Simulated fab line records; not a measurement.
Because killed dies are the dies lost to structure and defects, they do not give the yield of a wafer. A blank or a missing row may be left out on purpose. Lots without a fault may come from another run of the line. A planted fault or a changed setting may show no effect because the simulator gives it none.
fab line records / flow n5_finfet / part 2 of 2: steps 27 to 37 of 37
record lots=5 wafers=15 last_day=16
route steps=1938 shown WELL_APT@29 PMOS_HMC_CHANNEL_EPI@57
lots that met no fault: from a run of the same line without faults
start_h: the number of hours between the record's first day and the start of the first shown wafer of the lot / wait_h: how many hours have passed since the lot's step before this one / " unchanged from the row above / L1.1+2: a row that stands for several wafers / - either no value or no given start / * or withheld: withheld / < > ~ a bound
route shown NAME@n: a module of which the file shows steps, and the number in the route of the first / usual: mean/standard deviation taken from wafers without a fault / same: alike in all rows / chamber/n: place in a boat / sites: the reading at each site / _std_site: how widely they spread, as a standard deviation / _edge_site: inner sites' mean taken away from outer sites' mean / radius_mm: for every site, how far away it sits from the centre of the wafer / mask NAME#n: copy n / behind: the tool/chamber that last shaped the wafer / hold: reason for holding the lot/hours on hold/outcome of the hold / device: the transistor (n, p or np) that didn't switch / end of line: the route-end tests of the same wafers / a step given without rows: its recipe and nothing more / killed: not the wafer's yield, but the dies lost to structure and defects at the first sort / map: per-die view of a wafer (x killed, . not killed, _ where there is no die)
set.NAME: the setting that was run; set.NAME@STEP: the one run at that earlier step / model.NAME: the simulator's own value behind a step, which no gauge read
lots seen at some steps along the route; tables by step, rows by wafer
services: the hour from which a tool's chamber was out of use, counted from the record's first day as start_h (under 0 if before that day), plus the number of hours and why
## steps
# step N5_WELL_APT_EPI_41
# recipe material=Si target_thk_a=500 temp_c=650 precursor=SiH4/H2 pressure_torr=20 time_s=297.7
# usual throttle_valve_pct=11.20/0.27
# same time_s=297.7
lot.wafer=L076.3 tool=epi_rpcvd-02 chamber=0 start_h=28.57 wait_h=0.2 throttle_valve_pct=10.99
lot.wafer=L076.4 tool=epi_rpcvd-02 chamber=0 start_h=28.57 wait_h=0.2 throttle_valve_pct=11.04
lot.wafer=L076.6 tool=epi_rpcvd-02 chamber=0 start_h=28.57 wait_h=0.2 throttle_valve_pct=11.04
lot.wafer=L078.1 tool=epi_rpcvd-02 chamber=0 start_h=40.12 wait_h=0.0 throttle_valve_pct=11.03
lot.wafer=L078.4 tool=epi_rpcvd-02 chamber=0 start_h=40.12 wait_h=0.0 throttle_valve_pct=11.44
lot.wafer=L078.5 tool=epi_rpcvd-02 chamber=0 start_h=40.12 wait_h=0.0 throttle_valve_pct=11.61
lot.wafer=L082.1 tool=epi_rpcvd-02 chamber=0 start_h=64.04 wait_h=0.0 throttle_valve_pct=11.23
lot.wafer=L082.4 tool=epi_rpcvd-02 chamber=0 start_h=64.04 wait_h=0.0 throttle_valve_pct=11.19
lot.wafer=L082.6 tool=epi_rpcvd-02 chamber=0 start_h=64.04 wait_h=0.0 throttle_valve_pct=11.47
lot.wafer=L090.1 tool=epi_rpcvd-03 chamber=0 start_h=112.24 wait_h=0.0 throttle_valve_pct=10.69
lot.wafer=L090.2 tool=epi_rpcvd-03 chamber=0 start_h=112.24 wait_h=0.0 throttle_valve_pct=10.92
lot.wafer=L090.6 tool=epi_rpcvd-03 chamber=0 start_h=112.24 wait_h=0.0 throttle_valve_pct=10.58
lot.wafer=L094.3 tool=epi_rpcvd-03 chamber=0 start_h=136.06 wait_h=0.2 throttle_valve_pct=10.71
lot.wafer=L094.5 tool=epi_rpcvd-03 chamber=0 start_h=136.06 wait_h=0.2 throttle_valve_pct=10.59
lot.wafer=L094.6 tool=epi_rpcvd-03 chamber=0 start_h=136.06 wait_h=0.2 throttle_valve_pct=10.97
# step N5_WELL_APT_INSPECT_38
# recipe inspect_instrument=darkfield mode=post_epi
# usual raw_defect_count=13/4.8
lot.wafer=L076.3 tool=defect_inspect-01 chamber=- start_h=29.00 wait_h=0.3 raw_defect_count=12
lot.wafer=L076.4 tool=defect_inspect-01 chamber=- start_h=29.00 wait_h=0.3 raw_defect_count=14
lot.wafer=L076.6 tool=defect_inspect-01 chamber=- start_h=29.00 wait_h=0.3 raw_defect_count=15
lot.wafer=L078.1 tool=defect_inspect-01 chamber=- start_h=40.76 wait_h=0.5 raw_defect_count=11
lot.wafer=L078.4 tool=defect_inspect-01 chamber=- start_h=40.76 wait_h=0.5 raw_defect_count=11
lot.wafer=L078.5 tool=defect_inspect-01 chamber=- start_h=40.76 wait_h=0.5 raw_defect_count=12
lot.wafer=L082.1 tool=defect_inspect-02 chamber=- start_h=64.68 wait_h=0.5 raw_defect_count=10
lot.wafer=L082.4 tool=defect_inspect-02 chamber=- start_h=64.68 wait_h=0.5 raw_defect_count=11
lot.wafer=L082.6 tool=defect_inspect-02 chamber=- start_h=64.68 wait_h=0.5 raw_defect_count=8
lot.wafer=L090.1 tool=defect_inspect-02 chamber=- start_h=112.88 wait_h=0.5 raw_defect_count=13
lot.wafer=L090.2 tool=defect_inspect-02 chamber=- start_h=112.88 wait_h=0.5 raw_defect_count=18
lot.wafer=L090.6 tool=defect_inspect-02 chamber=- start_h=112.88 wait_h=0.5 raw_defect_count=16
lot.wafer=L094.3 tool=defect_inspect-01 chamber=- start_h=136.50 wait_h=0.3 raw_defect_count=10
lot.wafer=L094.5 tool=defect_inspect-01 chamber=- start_h=136.50 wait_h=0.3 raw_defect_count=4
lot.wafer=L094.6 tool=defect_inspect-01 chamber=- start_h=136.50 wait_h=0.3 raw_defect_count=14
# step N5_PMOS_HMC_CHANNEL_EPI_HM_DEP_34
# recipe material=SiO2 target_thk_a=360 temp_c=400 precursor=TEOS/O2 pressure_torr=6.5 rf_w=900 teos_flow_sccm=161.4 gas=O2 flow_sccm=2650 time_s=6.9
# usual heater_power_w=459/69 showerhead_plenum_p_Torr=8.34/0.038 throttle_valve_pct=18.8/0.77
# same time_s=6.9
lot.wafer=L076.3 tool=pecvd-04 chamber=0 start_h=29.04 wait_h=0.0 heater_power_w=470 showerhead_plenum_p_Torr=8.28 throttle_valve_pct=19.0
lot.wafer=L076.4 tool=pecvd-04 chamber=1 start_h=29.04 wait_h=0.0 heater_power_w=452 showerhead_plenum_p_Torr=8.41 throttle_valve_pct=18.3
lot.wafer=L076.6 tool=pecvd-04 chamber=2 start_h=29.04 wait_h=0.0 heater_power_w=399 showerhead_plenum_p_Torr=8.31 throttle_valve_pct=18.9
lot.wafer=L078.1 tool=pecvd-04 chamber=0 start_h=40.79 wait_h=0.0 heater_power_w=445 showerhead_plenum_p_Torr=8.31 throttle_valve_pct=18.8
lot.wafer=L078.4 tool=pecvd-04 chamber=1 start_h=40.79 wait_h=0.0 heater_power_w=448 showerhead_plenum_p_Torr=8.40 throttle_valve_pct=18.6
lot.wafer=L078.5 tool=pecvd-04 chamber=0 start_h=40.79 wait_h=0.0 heater_power_w=465 showerhead_plenum_p_Torr=8.29 throttle_valve_pct=18.9
lot.wafer=L082.1 tool=pecvd-04 chamber=2 start_h=64.71 wait_h=0.0 heater_power_w=479 showerhead_plenum_p_Torr=8.31 throttle_valve_pct=19.0
lot.wafer=L082.4 tool=pecvd-04 chamber=0 start_h=64.71 wait_h=0.0 heater_power_w=446 showerhead_plenum_p_Torr=8.29 throttle_valve_pct=19.0
lot.wafer=L082.6 tool=pecvd-04 chamber=2 start_h=64.71 wait_h=0.0 heater_power_w=471 showerhead_plenum_p_Torr=8.31 throttle_valve_pct=18.9
lot.wafer=L090.1 tool=pecvd-03 chamber=2 start_h=112.91 wait_h=0.0 heater_power_w=525 showerhead_plenum_p_Torr=8.34 throttle_valve_pct=17.3
lot.wafer=L090.2 tool=pecvd-03 chamber=0 start_h=112.91 wait_h=0.0 heater_power_w=381 showerhead_plenum_p_Torr=8.37 throttle_valve_pct=19.8
lot.wafer=L090.6 tool=pecvd-03 chamber=2 start_h=112.91 wait_h=0.0 heater_power_w=529 showerhead_plenum_p_Torr=8.33 throttle_valve_pct=17.2
lot.wafer=L094.3 tool=pecvd-03 chamber=2 start_h=136.54 wait_h=0.0 heater_power_w=493 showerhead_plenum_p_Torr=8.34 throttle_valve_pct=17.6
lot.wafer=L094.5 tool=pecvd-03 chamber=0 start_h=136.54 wait_h=0.0 heater_power_w=389 showerhead_plenum_p_Torr=8.34 throttle_valve_pct=20.1
lot.wafer=L094.6 tool=pecvd-03 chamber=2 start_h=136.54 wait_h=0.0 heater_power_w=512 showerhead_plenum_p_Torr=8.34 throttle_valve_pct=17.7
# step N5_PMOS_HMC_CHANNEL_EPI_COAT_31
# recipe resist=BARC temp_c=205 time_s=60 spin_rpm=1500 resist_thk_nm=66
# same time_s=60
lot.wafer=L076.3+4+6 tool=litho_track-02 chamber=0 start_h=29.09 wait_h=0.0
lot.wafer=L078.1+4+5 tool=litho_track-04 chamber=0 start_h=40.85 wait_h=0.0
lot.wafer=L082.1+4+6 tool=litho_track-02 chamber=0 start_h=64.77 wait_h=0.0
lot.wafer=L090.1+2+6 tool=litho_track-02 chamber=0 start_h=112.97 wait_h=0.0
lot.wafer=L094.3+5+6 tool=litho_track-04 chamber=0 start_h=136.59 wait_h=0.0
# step N5_PMOS_HMC_CHANNEL_EPI_COAT_03
# recipe resist=CAR-ArF-block spin_rpm=1500 resist_thk_nm=205
lot.wafer=L076.3+4+6 tool=litho_track-02 chamber=0 start_h=- wait_h=-
lot.wafer=L078.1+4+5 tool=litho_track-04 chamber=0 start_h=- wait_h=-
lot.wafer=L082.1+4+6 tool=litho_track-02 chamber=0 start_h=- wait_h=-
lot.wafer=L090.1+2+6 tool=litho_track-02 chamber=0 start_h=- wait_h=-
lot.wafer=L094.3+5+6 tool=litho_track-04 chamber=0 start_h=- wait_h=-
# step N5_PMOS_HMC_CHANNEL_EPI_EBR_05
# recipe solvent=PGMEA ebr_width_mm=1.5
lot.wafer=L076.3+4+6 tool=litho_track-02 chamber=0 start_h=- wait_h=-
lot.wafer=L078.1+4+5 tool=litho_track-04 chamber=0 start_h=- wait_h=-
lot.wafer=L082.1+4+6 tool=litho_track-02 chamber=0 start_h=- wait_h=-
lot.wafer=L090.1+2+6 tool=litho_track-02 chamber=0 start_h=- wait_h=-
lot.wafer=L094.3+5+6 tool=litho_track-04 chamber=0 start_h=- wait_h=-
# step N5_PMOS_HMC_CHANNEL_EPI_SOFTBAKE_04
# recipe temp_c=110 time_s=60 resist=CAR-ArF-block
# same time_s=60
lot.wafer=L076.3+4+6 tool=litho_track-02 chamber=0 start_h=- wait_h=-
lot.wafer=L078.1+4+5 tool=litho_track-04 chamber=0 start_h=- wait_h=-
lot.wafer=L082.1+4+6 tool=litho_track-02 chamber=0 start_h=- wait_h=-
lot.wafer=L090.1+2+6 tool=litho_track-02 chamber=0 start_h=- wait_h=-
lot.wafer=L094.3+5+6 tool=litho_track-04 chamber=0 start_h=- wait_h=-
# step N5_PMOS_HMC_CHANNEL_EPI_EXPOSE_06
# recipe mask_id=PMOS_HMC_BLK na=1.35 source_shape=conventional sigma_outer=0.8 polarization=unpolarized target_cd_nm=240 dose_mj=41
# usual reticle_temp_C=23.00/0.12
lot.wafer=L076.3 tool=arfi_scanner-03 chamber=0 start_h=29.20 wait_h=- mask=PMOS_HMC_BLK#0 reticle_temp_C=22.93
lot.wafer=L076.4 tool=arfi_scanner-03 chamber=0 start_h=29.20 wait_h=- mask=PMOS_HMC_BLK#0 reticle_temp_C=22.97
lot.wafer=L076.6 tool=arfi_scanner-03 chamber=0 start_h=29.20 wait_h=- mask=PMOS_HMC_BLK#0 reticle_temp_C=22.81
lot.wafer=L078.1 tool=arfi_scanner-03 chamber=0 start_h=41.07 wait_h=- mask=PMOS_HMC_BLK#0 reticle_temp_C=22.90
lot.wafer=L078.4 tool=arfi_scanner-03 chamber=0 start_h=41.07 wait_h=- mask=PMOS_HMC_BLK#0 reticle_temp_C=23.09
lot.wafer=L078.5 tool=arfi_scanner-03 chamber=0 start_h=41.07 wait_h=- mask=PMOS_HMC_BLK#0 reticle_temp_C=22.91
lot.wafer=L082.1 tool=arfi_scanner-03 chamber=0 start_h=64.99 wait_h=- mask=PMOS_HMC_BLK#0 reticle_temp_C=23.11
lot.wafer=L082.4 tool=arfi_scanner-03 chamber=0 start_h=64.99 wait_h=- mask=PMOS_HMC_BLK#0 reticle_temp_C=23.16
lot.wafer=L082.6 tool=arfi_scanner-03 chamber=0 start_h=64.99 wait_h=- mask=PMOS_HMC_BLK#0 reticle_temp_C=23.09
lot.wafer=L090.1 tool=arfi_scanner-01 chamber=0 start_h=113.19 wait_h=- mask=PMOS_HMC_BLK#0 reticle_temp_C=22.93
lot.wafer=L090.2 tool=arfi_scanner-01 chamber=0 start_h=113.19 wait_h=- mask=PMOS_HMC_BLK#0 reticle_temp_C=23.00
lot.wafer=L090.6 tool=arfi_scanner-01 chamber=0 start_h=113.19 wait_h=- mask=PMOS_HMC_BLK#0 reticle_temp_C=22.80
lot.wafer=L094.3 tool=arfi_scanner-03 chamber=0 start_h=136.83 wait_h=- mask=PMOS_HMC_BLK#0 reticle_temp_C=23.01
lot.wafer=L094.5 tool=arfi_scanner-03 chamber=0 start_h=136.83 wait_h=- mask=PMOS_HMC_BLK#0 reticle_temp_C=23.04
lot.wafer=L094.6 tool=arfi_scanner-03 chamber=0 start_h=136.83 wait_h=- mask=PMOS_HMC_BLK#0 reticle_temp_C=23.09
# step N5_PMOS_HMC_CHANNEL_EPI_PEB_07
# recipe peb_temp_c=110 peb_time_s=60 resist=CAR-ArF-block
# same peb_time_s=60
lot.wafer=L076.3+4+6 tool=litho_track-02 chamber=0 start_h=29.25 wait_h=0.0
lot.wafer=L078.1+4+5 tool=litho_track-02 chamber=0 start_h=41.13 wait_h=0.1
lot.wafer=L082.1+4+6 tool=litho_track-04 chamber=0 start_h=65.05 wait_h=0.1
lot.wafer=L090.1+2+6 tool=litho_track-02 chamber=0 start_h=113.25 wait_h=0.1
lot.wafer=L094.3+5+6 tool=litho_track-03 chamber=0 start_h=136.88 wait_h=0.0
# step N5_PMOS_HMC_CHANNEL_EPI_DEVELOP_08
# recipe develop_time_s=30 developer=TMAH resist=CAR-ArF-block dev_temp_c=23 rinse_liquid=diw dry=air_spin
# usual developer_temp_C=22.98/0.11
lot.wafer=L076.3 tool=litho_track-02 chamber=0 start_h=- wait_h=- developer_temp_C=23.12
lot.wafer=L076.4 tool=litho_track-02 chamber=0 start_h=- wait_h=- developer_temp_C=23.00
lot.wafer=L076.6 tool=litho_track-02 chamber=0 start_h=- wait_h=- developer_temp_C=23.12
lot.wafer=L078.1 tool=litho_track-02 chamber=0 start_h=- wait_h=- developer_temp_C=23.11
lot.wafer=L078.4 tool=litho_track-02 chamber=0 start_h=- wait_h=- developer_temp_C=22.95
lot.wafer=L078.5 tool=litho_track-02 chamber=0 start_h=- wait_h=- developer_temp_C=22.99
lot.wafer=L082.1 tool=litho_track-04 chamber=0 start_h=- wait_h=- developer_temp_C=22.94
lot.wafer=L082.4 tool=litho_track-04 chamber=0 start_h=- wait_h=- developer_temp_C=22.92
lot.wafer=L082.6 tool=litho_track-04 chamber=0 start_h=- wait_h=- developer_temp_C=22.89
lot.wafer=L090.1 tool=litho_track-02 chamber=0 start_h=- wait_h=- developer_temp_C=23.07
lot.wafer=L090.2 tool=litho_track-02 chamber=0 start_h=- wait_h=- developer_temp_C=22.94
lot.wafer=L090.6 tool=litho_track-02 chamber=0 start_h=- wait_h=- developer_temp_C=23.06
lot.wafer=L094.3 tool=litho_track-03 chamber=0 start_h=- wait_h=- developer_temp_C=22.89
lot.wafer=L094.5 tool=litho_track-03 chamber=0 start_h=- wait_h=- developer_temp_C=22.99
lot.wafer=L094.6 tool=litho_track-03 chamber=0 start_h=- wait_h=- developer_temp_C=23.00
# step N5_PMOS_HMC_CHANNEL_EPI_CD_MEAS_09
# recipe target_cd_nm=237.4 landing_energy_ev=500 detector=se_inlens
# usual cd_nm=236.8/1.3
lot.wafer=L076.3 tool=cd_sem-01 chamber=0 start_h=29.32 wait_h=- cd_nm=235.2
lot.wafer=L076.4 tool=cd_sem-01 chamber=0 start_h=29.32 wait_h=- cd_nm=235.4
lot.wafer=L076.6 tool=cd_sem-01 chamber=0 start_h=29.32 wait_h=- cd_nm=234.7
lot.wafer=L078.1 tool=cd_sem-01 chamber=0 start_h=41.20 wait_h=- cd_nm=236.4
lot.wafer=L078.4 tool=cd_sem-01 chamber=0 start_h=41.20 wait_h=- cd_nm=237.8
lot.wafer=L078.5 tool=cd_sem-01 chamber=0 start_h=41.20 wait_h=- cd_nm=237.1
lot.wafer=L082.1 tool=cd_sem-03 chamber=0 start_h=65.12 wait_h=- cd_nm=238.4
lot.wafer=L082.4 tool=cd_sem-03 chamber=0 start_h=65.12 wait_h=- cd_nm=240.0
lot.wafer=L082.6 tool=cd_sem-03 chamber=0 start_h=65.12 wait_h=- cd_nm=238.2
lot.wafer=L090.1 tool=cd_sem-02 chamber=0 start_h=113.32 wait_h=- cd_nm=236.7
lot.wafer=L090.2 tool=cd_sem-02 chamber=0 start_h=113.32 wait_h=- cd_nm=238.3
lot.wafer=L090.6 tool=cd_sem-02 chamber=0 start_h=113.32 wait_h=- cd_nm=237.3
lot.wafer=L094.3 tool=cd_sem-01 chamber=0 start_h=136.94 wait_h=- cd_nm=238.8
lot.wafer=L094.5 tool=cd_sem-01 chamber=0 start_h=136.94 wait_h=- cd_nm=237.3
lot.wafer=L094.6 tool=cd_sem-01 chamber=0 start_h=136.94 wait_h=- cd_nm=237.5
## services
tool=wet_bench-06 chamber=- start_h=6.43 hours=1.0 kind=repair
tool=krf_scanner-01 chamber=- start_h=11.13 hours=0.3 kind=repair
tool=epi_rpcvd-03 chamber=- start_h=25.23 hours=1.1 kind=repair
tool=arfi_scanner-03 chamber=- start_h=31.92 hours=1.3 kind=pm
tool=arfi_scanner-03 chamber=- start_h=46.37 hours=3.1 kind=pm
tool=krf_scanner-02 chamber=- start_h=49.95 hours=2.2 kind=repair
tool=arfi_scanner-03 chamber=- start_h=51.68 hours=11.7 kind=repair
tool=rie_diel-02 chamber=- start_h=58.78 hours=1.6 kind=repair
tool=implanter-01 chamber=- start_h=64.98 hours=0.8 kind=repair
tool=rie_diel-02 chamber=2 start_h=69.19 hours=10.5 kind=repair
tool=implanter-01 chamber=- start_h=70.43 hours=3.6 kind=repair
tool=implanter-02 chamber=- start_h=76.43 hours=1.0 kind=repair
tool=arfi_scanner-03 chamber=- start_h=81.77 hours=0.8 kind=pm
tool=krf_scanner-02 chamber=- start_h=82.37 hours=0.8 kind=pm
tool=wet_bench-06 chamber=- start_h=90.19 hours=1.4 kind=repair
tool=arfi_scanner-03 chamber=- start_h=91.89 hours=0.4 kind=repair
tool=implanter-01 chamber=- start_h=105.85 hours=2.0 kind=repair
tool=arfi_scanner-03 chamber=- start_h=110.65 hours=1.0 kind=pm
tool=arfi_scanner-03 chamber=- start_h=112.06 hours=4.9 kind=pm
tool=wet_bench-01 chamber=- start_h=115.15 hours=2.5 kind=repair
tool=rie_diel-06 chamber=3 start_h=119.33 hours=22.6 kind=repair
tool=implanter-01 chamber=- start_h=120.20 hours=11.5 kind=pm
tool=krf_scanner-02 chamber=- start_h=129.70 hours=1.0 kind=pm
tool=implanter-02 chamber=- start_h=135.49 hours=2.8 kind=pm
